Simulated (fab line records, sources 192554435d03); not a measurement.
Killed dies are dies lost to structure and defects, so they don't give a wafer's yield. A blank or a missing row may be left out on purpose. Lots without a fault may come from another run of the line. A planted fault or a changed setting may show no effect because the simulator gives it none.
fab line records | flow n5_finfet
record lots=20 wafers=60 last_day=17
route steps=1938 shown BEOL_M11@1571 BEOL_M12@1619
lots that met no fault: from a run of the same line without faults
start_h: hours from the record's first day to the start of the lot's first wafer shown | wait_h: hours since the lot's step before | " the same as in the row above | L1.1+2: a row that stands for several wafers | - no value, or no start given | * or withheld: withheld | < > ~ a bound
route shown NAME@n: a module of which the file shows steps, and the number in the route of the first | usual: mean/standard deviation of fault-free wafers | same: alike in all rows | chamber/n: place in a boat | sites: the reading at each site | _std_site: their standard deviation | _edge_site: outer sites' mean less inner sites' | radius_mm: how far each site lies from the wafer's centre | mask NAME#n: copy n | behind: the tool/chamber that last shaped the wafer | hold: why the lot was held/for how many hours/how that ended | device: the transistor (n, p or np) that didn't switch | end of line: the same wafers' tests at the end of the route | a step without rows: its recipe alone | killed: dies lost to structure and defects at the first sort, not the wafer's yield | map: a wafer's dies, x killed, . not, _ none there
set.NAME: the setting as run; set.NAME@STEP: as run at that earlier step | model.NAME: the simulator's own value behind a step, which no gauge read
steps of the route over a sample of lots; a table a step, a row a wafer
services: from which hour (start_h, from the record's first day; less than 0 if before it) a tool's chamber was out of use, for how many hours, and why
## steps
# step N5_BEOL_M11_DESCUM_33
# recipe chemistry=O2 time_s=7.9 source_power_w=50 bias_power_w=20 pressure_mtorr=20 rf_frequency_hz=2.712e+07 temp_c=40 resist=CAR-ArF o2_flow_sccm=225
# usual chamber_pressure_mTorr=20.000/0.018 drypump_motor_current_A=5.85/0.22 oes_product_au=0.79/0.086 rf_vpp_V=243.1/1.5 showerhead_plenum_p_Torr=2.10/0.089 throttle_valve_pct=20.52/0.24
# columns lot.wafer tool chamber start_h wait_h chamber_pressure_mTorr drypump_motor_current_A oes_product_au rf_hours_counter_h rf_vpp_V showerhead_plenum_p_Torr throttle_valve_pct
L074.1 rie_diel-05 0 213.56 0.2 20.016 5.80 0.68 236 240.2 2.06 20.88
L074.4 " 3 " " 19.979 6.00 0.74 - 241.5 2.00 20.62
L074.6 " 0 " " 20.019 5.80 0.67 - 242.4 2.06 20.88
L075.1 rie_diel-05 2 222.57 0.0 20.024 5.82 0.86 70 245.5 2.22 20.64
L075.2 " 3 " " 20.002 6.00 0.74 165 241.0 2.00 20.59
L075.4 " 3 " " 20.023 5.99 0.73 - 241.0 2.00 20.62
L078.1 rie_diel-03 0 239.57 0.5 20.016 6.29 0.71 198 242.2 2.08 20.78
L078.3 " 1 " " 20.008 5.55 0.74 192 242.9 2.00 20.55
L078.5 " 1 " " 20.008 5.55 0.73 - 241.5 2.00 20.56
L077.2 rie_diel-03 0 240.04 0.8 20.031 6.26 0.70 198 241.2 2.08 20.78
L077.3 " 1 " " 20.012 5.56 0.74 192 241.8 2.00 20.56
L077.4 " 3 " " 20.008 5.80 0.93 14 245.8 2.23 20.12
L076.1 rie_diel-03 3 241.87 0.0 19.993 5.78 0.93 15 247.0 2.23 20.14
L076.3 " 0 " " 20.001 6.25 0.71 199 243.6 2.08 20.77
L076.5 " 1 " " 20.004 5.61 0.73 - 240.8 2.00 20.55
L079.1 rie_diel-04 0 242.34 0.1 19.964 5.53 0.72 205 240.8 1.98 20.48
L079.2 " 1 " " 19.993 6.02 0.84 96 241.9 2.03 20.19
L079.4 " 2 " " 19.975 5.65 0.89 15 245.4 2.22 20.11
L080.2 rie_diel-03 1 253.44 0.0 19.997 5.63 0.74 197 241.5 2.00 20.55
L080.4 " 3 " " 19.981 5.78 0.91 18 245.1 2.23 20.16
L080.5 " 3 " " 20.031 5.78 0.93 - 245.6 2.23 20.15
L082.1 rie_diel-05 1 270.13 0.0 20.002 5.67 0.95 14 242.7 2.06 20.18
L082.4 " 0 " " 19.991 5.81 0.96 2 242.9 2.06 20.52
L082.6 " 3 " " 20.032 5.98 0.72 - 242.0 2.00 20.62
L085.2 rie_diel-05 2 294.67 0.0 19.987 5.79 0.83 95 244.7 2.22 20.67
L085.3 " 3 " " 20.029 6.00 0.72 188 241.2 1.99 20.64
L085.6 " 0 " " 20.001 5.82 0.93 - 242.5 2.06 20.54
L087.1 rie_diel-03 0 300.70 0.0 19.986 6.27 0.69 219 243.0 2.08 20.84
L087.2 " 2 " " 20.000 5.70 0.72 192 242.7 2.18 20.67
L087.5 " 3 " " 20.008 5.78 0.89 - 245.0 2.23 20.19
L088.3 rie_diel-04 1 309.28 0.0 19.997 6.00 0.82 110 240.9 2.02 20.21
L088.4 " 2 " " 20.009 5.60 0.85 36 245.2 2.21 20.14
L088.6 " 0 " " 20.031 5.55 0.70 - 241.3 1.98 20.51
L089.1 rie_diel-03 2 309.82 0.4 20.008 5.73 0.74 194 244.8 2.18 20.70
L089.3 " 1 " " 20.009 5.60 0.72 215 241.8 1.99 20.59
L089.4 " 0 " " 19.972 6.23 0.70 222 244.1 2.08 20.82
L086.3 rie_diel-05 0 310.31 0.3 19.995 5.81 0.92 12 241.9 2.05 20.55
L086.4 " 3 " " 19.999 5.98 0.72 191 240.1 1.99 20.65
L086.6 " 3 " " 19.990 5.98 0.71 - 241.0 1.99 20.63
L090.2 rie_diel-05 0 327.40 0.5 20.014 5.81 0.92 16 242.6 2.05 20.54
L090.5 " 1 " " 19.992 5.67 0.92 - 244.2 2.06 20.20
L090.6 " 0 " " 19.999 5.83 0.91 - 242.8 2.05 20.54
L091.1 rie_diel-05 2 339.21 0.5 19.982 5.81 0.82 105 244.5 2.21 20.69
L091.4 " 1 " " 19.975 5.68 0.93 29 243.7 2.06 20.21
L091.5 " 3 " " 20.000 6.00 0.71 - 242.4 1.99 20.64
L093.1 rie_diel-03 0 341.48 0.3 19.999 6.27 0.69 232 244.0 2.07 20.84
L093.3 " 3 " " 20.002 5.77 0.87 47 245.4 2.22 20.20
L093.4 " 2 " " 20.036 5.74 0.72 204 244.1 2.17 20.69
L092.1 rie_diel-05 1 344.54 0.0 20.019 5.68 0.92 31 243.2 2.06 20.21
L092.2 " 2 " " 20.017 5.82 0.82 107 245.1 2.21 20.69
L092.5 " 1 " " 20.011 5.67 0.91 - 241.3 2.06 20.21
L095.1 rie_diel-04 3 348.93 0.0 20.013 6.21 0.71 227 242.3 2.06 20.78
L095.2 " 1 " " 19.964 5.99 0.81 124 242.3 2.02 20.23
L095.3 " 2 " " 19.998 5.63 0.84 49 244.1 2.21 20.16
L094.2 rie_diel-04 1 351.28 0.0 20.007 6.02 0.80 125 242.7 2.02 20.23
L094.3 " 3 " " 19.995 6.21 0.71 228 243.8 2.06 20.78
L094.6 " 3 " " 20.007 6.21 0.71 - 244.9 2.06 20.78
L096.1 rie_diel-03 0 355.65 0.3 19.981 6.28 0.68 236 242.1 2.07 20.84
L096.4 " 2 " " 19.987 5.73 0.72 208 245.1 2.17 20.71
L096.5 " 2 " " 20.011 5.71 0.72 - 243.4 2.17 20.70
# step N5_BEOL_M11_ETCH_65
# recipe chemistry=CF4 target=SiARC target_depth_a=390 mask_material=CAR-ArF time_s=65 ion_energy_ev=80 pressure_mtorr=40 source_w=545 bias_w=36 Ar_flow_sccm=100 cf4_flow_sccm=100 ends=cleared
# usual bias_w=36.01/0.11 chamber_pressure_mTorr=40.01/0.036 drypump_motor_current_A=5.85/0.22 etch_rf_on_time_s=65.0/1.1 oes_product_au=0.67/0.074 rf_vpp_V=184.0/1.4 showerhead_plenum_p_Torr=2.14/0.084 throttle_valve_pct=15.69/0.25
# columns lot.wafer tool chamber start_h wait_h bias_w chamber_pressure_mTorr drypump_motor_current_A etch_rf_on_time_s oes_product_au rf_hours_counter_h rf_vpp_V showerhead_plenum_p_Torr throttle_valve_pct
L074.1 rie_diel-05 0 213.60 0.0 35.92 40.01 5.82 65.5 0.58 236 183.1 2.11 16.07
L074.4 " 3 " " 36.11 39.96 5.97 66.1 0.62 - 183.2 2.06 15.79
L074.6 " 0 " " 35.91 39.98 5.81 65.5 0.59 - 184.0 2.11 16.07
L075.1 rie_diel-05 2 222.60 0.0 36.02 39.97 5.80 63.3 0.73 70 185.7 2.26 15.69
L075.2 " 3 " " 36.18 39.98 6.00 66.1 0.62 165 183.5 2.05 15.83
L075.4 " 3 " " 36.19 40.06 6.01 66.4 0.62 - 181.1 2.05 15.83
L078.1 rie_diel-03 0 239.61 0.0 36.04 39.96 6.24 64.9 0.62 198 183.4 2.12 15.90
L078.3 " 1 " " 35.90 40.05 5.57 64.9 0.62 192 182.0 2.06 15.83
L078.5 " 1 " " 36.09 40.01 5.58 64.9 0.62 - 182.0 2.06 15.82
L077.2 rie_diel-03 0 240.07 0.0 36.11 40.03 6.28 65.0 0.61 198 183.2 2.12 15.88
L077.3 " 1 " " 36.11 39.98 5.55 64.7 0.63 192 182.1 2.06 15.84
L077.4 " 3 " " 36.19 39.98 5.81 64.1 0.82 14 185.3 2.27 15.27
L076.1 rie_diel-03 3 241.90 0.0 36.02 40.06 5.76 64.3 0.80 15 185.0 2.27 15.27
L076.3 " 0 " " 35.91 40.02 6.26 65.7 0.61 199 182.5 2.12 15.90
L076.5 " 1 " " 35.94 40.01 5.56 65.3 0.63 - 182.0 2.06 15.83
L079.1 rie_diel-04 0 242.37 0.0 35.97 39.99 5.52 64.9 0.62 205 183.6 2.05 15.76
L079.2 " 1 " " 35.97 39.94 6.01 65.1 0.70 96 181.9 2.08 15.35
L079.4 " 2 " " 36.09 39.97 5.59 67.3 0.76 15 185.2 2.28 15.30
L080.2 rie_diel-03 1 253.47 0.0 36.04 39.99 5.55 64.8 0.64 197 182.6 2.06 15.83
L080.4 " 3 " " 35.82 39.97 5.78 64.6 0.80 19 185.7 2.27 15.28
L080.5 " 3 " " 36.04 39.97 5.81 63.8 0.80 - 187.5 2.27 15.27
L082.1 rie_diel-05 1 270.17 0.0 35.96 40.01 5.65 64.9 0.80 14 182.4 2.11 15.29
L082.4 " 0 " " 36.05 40.04 5.83 63.9 0.82 2 185.6 2.11 15.60
L082.6 " 3 " " 35.94 40.08 6.02 65.7 0.61 - 181.2 2.05 15.88
L085.2 rie_diel-05 2 294.70 0.0 35.93 39.96 5.81 63.4 0.71 95 185.2 2.26 15.75
L085.3 " 3 " " 36.06 39.98 6.00 64.9 0.62 188 181.3 2.05 15.87
L085.6 " 0 " " 36.01 40.01 5.80 63.0 0.81 - 183.9 2.10 15.61
L087.1 rie_diel-03 0 300.74 0.0 36.05 40.00 6.29 64.5 0.60 219 182.9 2.11 15.93
L087.2 " 2 " " 36.01 40.07 5.67 65.4 0.61 192 185.6 2.20 15.80
L087.5 " 3 " " 36.02 40.06 5.75 63.4 0.77 - 183.6 2.26 15.32
L088.3 rie_diel-04 1 309.31 0.0 36.07 40.03 6.00 65.2 0.69 110 183.4 2.07 15.40
L088.4 " 2 " " 35.90 40.02 5.63 66.2 0.73 36 184.4 2.27 15.33
L088.6 " 0 " " 36.19 40.02 5.57 65.0 0.60 - 181.8 2.05 15.80
L089.1 rie_diel-03 2 309.85 0.0 36.05 40.09 5.71 65.7 0.61 194 183.9 2.20 15.80
L089.3 " 1 " " 35.96 39.94 5.53 65.5 0.61 215 184.0 2.05 15.87
L089.4 " 0 " " 36.10 39.98 6.26 65.0 0.59 222 184.0 2.11 15.95
L086.3 rie_diel-05 0 310.34 0.0 36.14 40.06 5.80 63.7 0.79 12 184.5 2.10 15.60
L086.4 " 3 " " 36.05 40.02 6.00 66.2 0.61 191 181.8 2.05 15.89
L086.6 " 3 " " 36.04 40.01 5.99 65.8 0.60 - 183.3 2.05 15.89
L090.2 rie_diel-05 0 327.44 0.0 35.94 40.00 5.82 64.2 0.78 16 185.1 2.10 15.62
L090.5 " 1 " " 35.97 40.00 5.67 64.5 0.78 - 184.3 2.11 15.31
L090.6 " 0 " " 35.97 39.97 5.81 64.2 0.78 - 184.0 2.10 15.64
L091.1 rie_diel-05 2 339.25 0.0 35.97 39.97 5.79 63.3 0.70 105 185.4 2.25 15.77
L091.4 " 1 " " 35.90 40.05 5.68 65.1 0.77 29 183.8 2.11 15.30
L091.5 " 3 " " 36.11 39.97 6.00 66.3 0.60 - 183.2 2.04 15.90
L093.1 rie_diel-03 0 341.51 0.0 35.98 40.00 6.27 65.0 0.59 232 184.5 2.11 15.96
L093.3 " 3 " " 36.10 40.02 5.81 64.4 0.75 47 184.9 2.26 15.33
L093.4 " 2 " " 35.91 40.03 5.69 66.4 0.60 204 185.5 2.20 15.81
L092.1 rie_diel-05 1 344.57 0.0 36.09 40.02 5.66 63.8 0.78 31 184.3 2.11 15.30
L092.2 " 2 " " 35.89 40.04 5.80 63.3 0.70 107 185.9 2.25 15.77
L092.5 " 1 " " 35.97 40.03 5.67 64.5 0.77 - 183.8 2.11 15.31
L095.1 rie_diel-04 3 348.97 0.0 36.14 40.02 6.19 66.1 0.60 227 183.7 2.12 16.03
L095.2 " 1 " " 36.05 39.93 5.99 64.8 0.68 124 183.1 2.07 15.41
L095.3 " 2 " " 35.98 40.02 5.63 66.6 0.70 49 185.6 2.27 15.37
L094.2 rie_diel-04 1 351.32 0.0 35.86 40.02 6.04 65.9 0.67 125 182.7 2.07 15.41
L094.3 " 3 " " 36.02 39.97 6.22 66.0 0.60 228 184.3 2.12 16.02
L094.6 " 3 " " 35.96 39.97 6.21 66.4 0.60 - 183.0 2.12 16.03
L096.1 rie_diel-03 0 355.69 0.0 36.02 40.00 6.27 64.9 0.59 236 183.0 2.11 15.95
L096.4 " 2 " " 36.10 39.99 5.72 66.0 0.60 208 185.3 2.20 15.84
L096.5 " 2 " " 35.99 39.99 5.70 66.0 0.61 - 184.2 2.20 15.81
# step N5_BEOL_M11_ETCH_41
# recipe chemistry=CH3F/O2 target=SiCN target_depth_a=426 taper_deg=2 time_s=86 ion_energy_ev=120 mask_material=TiN pressure_mtorr=30 source_w=395 bias_w=75 Ar_flow_sccm=150 CH3F_flow_sccm=30 O2_flow_sccm=20
# usual bias_w=74.97/0.2 chamber_pressure_mTorr=30.002/0.025 drypump_motor_current_A=5.85/0.22 oes_product_au=0.79/0.086 rf_vpp_V=297.4/1.9 showerhead_plenum_p_Torr=2.01/0.084 throttle_valve_pct=16.42/0.23
# columns lot.wafer tool chamber start_h wait_h bias_w chamber_pressure_mTorr drypump_motor_current_A oes_product_au rf_hours_counter_h rf_vpp_V showerhead_plenum_p_Torr throttle_valve_pct
L074.1 rie_diel-05 0 - - 75.21 30.005 5.80 0.68 236 295.7 1.97 16.79
L074.4 " 3 " " 75.11 29.955 6.01 0.74 - 295.8 1.93 16.58
L074.6 " 0 " " 75.00 30.006 5.81 0.69 - 297.7 1.97 16.76
L075.1 rie_diel-05 2 - - 75.13 30.003 5.81 0.85 70 301.6 2.13 16.47
L075.2 " 3 " " 74.65 30.053 5.99 0.73 165 296.5 1.92 16.59
L075.4 " 3 " " 75.14 30.028 5.99 0.74 - 294.4 1.92 16.59
L078.1 rie_diel-03 0 - - 75.15 30.007 6.28 0.71 198 296.0 1.98 16.61
L078.3 " 1 " " 74.95 30.000 5.60 0.73 192 295.5 1.92 16.47
L078.5 " 1 " " 75.10 30.011 5.57 0.73 - 295.6 1.92 16.48
L077.2 rie_diel-03 0 - - 74.74 29.977 6.26 0.71 198 297.0 1.98 16.61
L077.3 " 1 " " 75.10 30.028 5.59 0.73 192 296.1 1.92 16.48
L077.4 " 3 " " 75.14 29.975 5.76 0.94 14 299.3 2.14 16.05
L076.1 rie_diel-03 3 - - 75.24 29.984 5.78 0.94 15 300.8 2.14 16.06
L076.3 " 0 " " 75.08 29.971 6.27 0.72 199 296.1 1.98 16.59
L076.5 " 1 " " 74.93 30.018 5.52 0.74 - 295.8 1.92 16.49
L079.1 rie_diel-04 0 - - 74.97 30.007 5.50 0.72 205 294.2 1.91 16.47
L079.2 " 1 " " 74.86 29.992 6.01 0.83 96 295.7 1.94 16.11
L079.4 " 2 " " 75.06 30.004 5.60 0.88 15 298.5 2.14 16.06
L080.2 rie_diel-03 1 - - 75.00 30.011 5.59 0.73 197 295.0 1.91 16.50
L080.4 " 3 " " 74.96 29.975 5.79 0.93 19 300.5 2.14 16.04
L080.5 " 3 " " 75.06 30.025 5.80 0.94 - 299.4 2.14 16.06
L082.1 rie_diel-05 1 - - 75.01 30.001 5.66 0.95 14 297.7 1.97 16.03
L082.4 " 0 " " 74.69 29.958 5.79 0.97 2 297.4 1.97 16.34
L082.6 " 3 " " 75.04 29.970 5.99 0.72 - 295.4 1.92 16.61
L085.2 rie_diel-05 2 - - 74.72 29.994 5.79 0.82 95 298.8 2.12 16.52
L085.3 " 3 " " 74.56 29.989 5.99 0.71 188 293.9 1.92 16.62
L085.6 " 0 " " 75.03 30.052 5.81 0.93 - 296.6 1.97 16.36
L087.1 rie_diel-03 0 - - 75.04 30.014 6.28 0.70 219 297.7 1.97 16.64
L087.2 " 2 " " 74.62 30.001 5.70 0.72 192 298.6 2.06 16.48
L087.5 " 3 " " 74.65 29.932 5.80 0.90 - 300.6 2.13 16.10
L088.3 rie_diel-04 1 - - 74.81 30.014 6.05 0.81 111 294.7 1.94 16.11
L088.4 " 2 " " 74.93 29.980 5.63 0.85 36 298.6 2.13 16.10
L088.6 " 0 " " 75.36 30.005 5.50 0.70 - 295.6 1.91 16.48
L089.1 rie_diel-03 2 - - 75.02 30.049 5.72 0.73 195 299.4 2.06 16.47
L089.3 " 1 " " 74.80 30.007 5.58 0.71 215 296.9 1.91 16.54
L089.4 " 0 " " 74.68 29.949 6.28 0.70 222 296.5 1.97 16.66
L086.3 rie_diel-05 0 - - 75.28 30.026 5.80 0.92 13 295.0 1.96 16.37
L086.4 " 3 " " 74.77 30.000 5.98 0.71 191 296.7 1.92 16.64
L086.6 " 3 " " 74.57 29.956 6.00 0.71 - 295.1 1.92 16.65
L090.2 rie_diel-05 0 - - 74.90 29.992 5.81 0.91 17 296.7 1.96 16.35
L090.5 " 1 " " 75.30 30.008 5.68 0.92 - 296.1 1.97 16.03
L090.6 " 0 " " 75.05 30.066 5.81 0.92 - 296.4 1.96 16.37
L091.1 rie_diel-05 2 - - 75.02 29.985 5.81 0.81 105 298.5 2.12 16.54
L091.4 " 1 " " 74.88 29.989 5.67 0.89 29 296.9 1.97 16.05
L091.5 " 3 " " 75.12 30.003 6.00 0.71 - 294.2 1.91 16.65
L093.1 rie_diel-03 0 - - 74.98 29.982 6.29 0.69 232 295.4 1.97 16.67
L093.3 " 3 " " 74.73 29.971 5.78 0.88 47 300.0 2.13 16.10
L093.4 " 2 " " 75.24 29.968 5.69 0.71 204 299.0 2.06 16.49
L092.1 rie_diel-05 1 - - 75.24 29.991 5.68 0.91 31 296.9 1.97 16.05
L092.2 " 2 " " 74.92 29.969 5.82 0.81 107 298.4 2.12 16.54
L092.5 " 1 " " 75.13 29.962 5.66 0.91 - 295.9 1.97 16.04
L095.1 rie_diel-04 3 - - 74.93 29.984 6.21 0.70 227 297.4 1.98 16.75
L095.2 " 1 " " 75.01 29.995 6.01 0.80 124 294.9 1.93 16.14
L095.3 " 2 " " 74.81 30.003 5.61 0.82 49 299.1 2.13 16.13
L094.2 rie_diel-04 1 - - 75.05 30.037 6.02 0.79 125 296.0 1.93 16.13
L094.3 " 3 " " 74.82 29.984 6.21 0.70 228 296.0 1.98 16.74
L094.6 " 3 " " 74.94 29.992 6.22 0.70 - 296.6 1.98 16.72
L096.1 rie_diel-03 0 - - 74.86 30.022 6.25 0.69 236 297.4 1.97 16.66
L096.4 " 2 " " 75.03 29.989 5.70 0.71 208 297.9 2.05 16.50
L096.5 " 2 " " 75.01 30.023 5.71 0.71 - 300.0 2.05 16.51
# step N5_BEOL_M11_ANNEAL_51
# recipe temp_c=225 time_s=90 ambient=N2
# usual wafer_temp_C_max=226.13/0.24
# columns lot.wafer tool chamber start_h wait_h wafer_temp_C_max
L074.1 rtp_anneal-02 0 217.61 0.1 226.08
L074.4 " 0 " " 226.54
L074.6 " 0 " " 226.18
L075.1 rtp_anneal-02 0 226.54 0.3 226.28
L075.2 " 0 " " 225.85
L075.4 " 0 " " 225.80
L078.1 rtp_anneal-01 0 242.75 0.2 226.01
L078.3 " 0 " " 226.23
L078.5 " 0 " " 226.33
L077.2 rtp_anneal-02 0 243.15 0.4 225.79
L077.3 " 0 " " 226.46
L077.4 " 0 " " 225.97
L076.1 rtp_anneal-02 0 245.45 0.1 226.33
L076.3 " 0 " " 225.81
L076.5 " 0 " " 226.04
L079.1 rtp_anneal-02 0 245.72 0.1 226.31
L079.2 " 0 " " 226.45
L079.4 " 0 " " 225.53
L080.2 rtp_anneal-01 0 256.14 0.2 226.17
L080.4 " 0 " " 225.91
L080.5 " 0 " " 226.20
L082.1 rtp_anneal-02 0 273.04 0.1 226.52
L082.4 " 0 " " 226.35
L082.6 " 0 " " 226.18
L085.2 rtp_anneal-02 0 296.73 0.1 226.17
L085.3 " 0 " " 226.17
L085.6 " 0 " " 226.48
L087.1 rtp_anneal-02 0 302.59 0.1 226.17
L087.2 " 0 " " 225.91
L087.5 " 0 " " 226.30
L088.3 rtp_anneal-01 0 311.66 0.1 226.10
L088.4 " 0 " " 226.46
L088.6 " 0 " " 226.00
L089.1 rtp_anneal-02 0 312.88 0.7 226.05
L089.3 " 0 " " 225.93
L089.4 " 0 " " 226.26
L086.3 rtp_anneal-02 0 313.24 0.9 226.28
L086.4 " 0 " " 226.38
L086.6 " 0 " " 226.43
L090.2 rtp_anneal-01 0 330.57 0.4 226.31
L090.5 " 0 " " 226.31
L090.6 " 0 " " 226.25
L091.1 rtp_anneal-01 0 341.76 0.1 226.31
L091.4 " 0 " " 226.27
L091.5 " 0 " " 225.97
L093.1 rtp_anneal-01 0 343.94 0.1 226.39
L093.3 " 0 " " 226.02
L093.4 " 0 " " 226.40
L092.1 rtp_anneal-01 0 346.75 0.1 226.00
L092.2 " 0 " " 226.13
L092.5 " 0 " " 225.95
L095.1 rtp_anneal-02 0 351.12 0.1 226.16
L095.2 " 0 " " 226.18
L095.3 " 0 " " 226.46
L094.2 rtp_anneal-02 0 353.38 0.1 226.09
L094.3 " 0 " " 225.51
L094.6 " 0 " " 225.98
L096.1 rtp_anneal-01 0 359.26 0.3 226.44
L096.4 " 0 " " 225.98
L096.5 " 0 " " 225.74
# step N5_BEOL_M11_INSPECT_58
# recipe inspect_instrument=darkfield mode=post_dep
# usual raw_defect_count=63/22
# columns lot.wafer tool chamber start_h wait_h raw_defect_count
L074.1 defect_inspect-01 - 218.35 0.0 86
L074.4 " - " " 73
L074.6 " - " " 60
L075.1 defect_inspect-01 - 227.31 0.0 41
L075.2 " - " " 54
L075.4 " - " " 40
L078.1 defect_inspect-01 - 243.49 0.0 60
L078.3 " - " " 59
L078.5 " - " " 59
L077.2 defect_inspect-02 - 243.85 0.0 47
L077.3 " - " " 60
L077.4 " - " " 49
L076.1 defect_inspect-01 - 246.19 0.0 98
L076.3 " - " " 66
L076.5 " - " " 73
L079.1 defect_inspect-01 - 246.47 0.0 52
L079.2 " - " " 38
L079.4 " - " " 64
L080.2 defect_inspect-01 - 256.85 0.0 73
L080.4 " - " " 37
L080.5 " - " " 79
L082.1 defect_inspect-01 - 273.79 0.0 35
L082.4 " - " " 45
L082.6 " - " " 55
L085.2 defect_inspect-02 - 297.42 0.0 59
L085.3 " - " " 55
L085.6 " - " " 64
L087.1 defect_inspect-01 - 303.33 0.0 88
L087.2 " - " " 66
L087.5 " - " " 61
L088.3 defect_inspect-02 - 312.31 0.0 108
L088.4 " - " " 99
L088.6 " - " " 117
L089.1 defect_inspect-02 - 313.71 0.0 67
L089.3 " - " " 57
L089.4 " - " " 76
L086.3 defect_inspect-01 - 313.90 0.0 64
L086.4 " - " " 53
L086.6 " - " " 55
L090.2 defect_inspect-01 - 331.27 0.0 52
L090.5 " - " " 64
L090.6 " - " " 60
L091.1 defect_inspect-02 - 342.50 0.0 126
L091.4 " - " " 71
L091.5 " - " " 59
L093.1 defect_inspect-01 - 344.69 0.0 43
L093.3 " - " " 40
L093.4 " - " " 43
L092.1 defect_inspect-02 - 347.49 0.0 67
L092.2 " - " " 82
L092.5 " - " " 51
L095.1 defect_inspect-01 - 351.87 0.0 70
L095.2 " - " " 36
L095.3 " - " " 50
L094.2 defect_inspect-01 - 354.08 0.0 49
L094.3 " - " " 78
L094.6 " - " " 110
L096.1 defect_inspect-01 - 360.02 0.0 46
L096.4 " - " " 52
L096.5 " - " " 51
# step N5_BEOL_M12_STRIP_64
# recipe chemistry=N2/H2 power_w=1000 temp_c=250 h2_frac=0.65 overash_fraction=0.3 pressure_mtorr=withheld n2_flow_sccm=1750 h2_flow_sccm=3250
# usual drypump_motor_current_A=5.8/0.48 heater_power_w=355/24 oes_product_au=0.715/0.0052 strip_time_to_endpoint_s=31.33/0.084
# same overash_fraction=0.3
# columns lot.wafer tool chamber start_h wait_h drypump_motor_current_A heater_power_w oes_product_au rf_hours_counter_h strip_time_to_endpoint_s
L074.1 plasma_asher-02 0 219.38 0.0 5.8 383 0.722 116 31.29
L074.4 " 0 " " 5.8 389 0.716 - 31.34
L074.6 " 0 " " 5.9 384 0.722 - 31.37
L075.1 plasma_asher-02 1 229.67 0.0 5.9 318 0.709 117 31.33
L075.2 " 0 " " 5.8 383 0.713 117 31.28
L075.4 " 1 " " 5.9 323 0.723 - 31.36
L078.1 plasma_asher-02 0 244.40 0.0 5.9 390 0.711 120 31.30
L078.3 " 1 " " 5.8 319 0.719 - 31.42
L078.5 " 0 " " 5.9 382 0.716 - 31.38
L077.2 plasma_asher-02 1 244.88 0.0 5.9 310 0.718 120 31.38
L077.3 " 0 " " 5.9 390 0.717 - 31.35
L077.4 " 1 " " 5.9 317 0.719 - 31.36
L076.1 plasma_asher-02 1 247.22 0.0 5.9 318 0.714 121 31.40
L076.3 " 1 " " 5.9 313 0.721 - 31.42
L076.5 " 0 " " 5.8 395 0.715 - 31.38
L079.1 plasma_asher-01 1 247.49 0.0 6.4 358 0.709 70 31.43
L079.2 " 0 " " 5.0 359 0.721 70 31.50
L079.4 " 1 " " 6.4 356 0.713 - 31.55
L080.2 plasma_asher-01 1 258.21 0.0 6.4 357 0.711 73 31.23
L080.4 " 1 " " 6.4 364 0.707 - 31.29
L080.5 " 0 " " 5.0 369 0.712 - 31.35
L082.1 plasma_asher-02 0 274.82 0.0 5.9 381 0.716 127 31.27
L082.4 " 0 " " 5.9 383 0.722 - 31.21
L082.6 " 1 " " 5.9 325 0.708 - 31.23
L085.2 plasma_asher-02 0 298.33 0.0 5.9 378 0.709 132 31.24
L085.3 " 1 " " 5.9 323 0.716 - 31.25
L085.6 " 0 " " 5.8 394 0.718 - 31.18
L087.1 plasma_asher-01 0 304.41 0.0 5.0 360 0.720 82 31.25
L087.2 " 1 " " 6.4 353 0.706 82 31.34
L087.5 " 0 " " 5.0 364 0.723 - 31.38
L088.3 plasma_asher-01 0 313.25 0.0 5.0 358 0.707 - 31.36
L088.4 " 1 " " 6.4 342 0.714 - 31.34
L088.6 " 0 " " 5.0 359 0.718 - 31.37
L089.1 plasma_asher-02 0 314.74 0.0 5.8 380 0.716 134 31.41
L089.3 " 0 " " 5.8 389 0.713 - 31.34
L089.4 " 1 " " 5.9 315 0.720 - 31.34
L086.3 plasma_asher-01 1 315.03 0.0 6.4 350 0.717 - 31.35
L086.4 " 0 " " 5.0 364 0.709 - 31.25
L086.6 " 1 " " 6.4 359 0.717 - 31.27
L090.2 plasma_asher-01 0 332.40 0.0 5.0 350 0.715 87 31.45
L090.5 " 0 " " 5.0 362 0.710 - 31.45
L090.6 " 1 " " 6.4 346 0.714 - 31.39
L091.1 plasma_asher-01 1 343.53 0.0 6.4 356 0.714 89 31.35
L091.4 " 1 " " 6.4 349 0.720 - 31.31
L091.5 " 0 " " 5.0 363 0.713 - 31.34
L093.1 plasma_asher-02 0 346.01 0.0 5.9 386 0.714 141 31.40
L093.3 " 1 " " 5.9 323 0.720 - 31.42
L093.4 " 0 " " 5.8 383 0.711 - 31.43
L092.1 plasma_asher-02 1 348.52 0.0 5.9 316 0.710 141 31.46
L092.2 " 0 " " 5.9 384 0.716 141 31.39
L092.5 " 0 " " 5.9 378 0.710 - 31.40
L095.1 plasma_asher-02 0 352.77 0.0 5.9 393 0.716 142 31.48
L095.2 " 1 " " 5.9 321 0.721 142 31.45
L095.3 " 1 " " 5.8 312 0.719 - 31.51
L094.2 plasma_asher-01 0 354.98 0.0 5.1 352 0.719 91 31.30
L094.3 " 0 " " 5.0 352 0.719 - 31.19
L094.6 " 1 " " 6.4 357 0.709 - 31.23
L096.1 plasma_asher-01 0 360.92 0.0 5.0 365 0.721 93 31.28
L096.4 " 1 " " 6.4 360 0.710 - 31.29
L096.5 " 1 " " 6.4 355 0.706 - 31.31
## services
# columns tool chamber start_h hours kind
rie_diel-05 1 210.42 - clean
rie_diel-05 1 210.42 - consumable_replace:focus_ring
rie_diel-05 1 210.42 23.2 scheduled_down
rie_diel-05 1 210.42 23.2 vent_cycle
rie_diel-04 - 234.11 1.7 repair
rie_diel-04 0 248.92 19.3 repair
rie_diel-05 0 250.22 - clean
rie_diel-05 0 250.22 - consumable_replace:focus_ring
rie_diel-05 - 261.73 0.6 repair
rie_diel-05 - 266.08 0.8 repair
rie_diel-04 1 276.61 5.4 repair
rie_diel-04 - 281.45 0.4 repair
rie_diel-04 1 283.72 16.7 repair
rie_diel-05 1 290.76 9.6 repair
rie_diel-03 1 318.53 5.0 repair
rie_diel-04 0 325.47 51.5 repair
rie_diel-04 - 336.74 2.8 pm
rie_diel-05 0 345.20 7.0 repair
## key
fault none
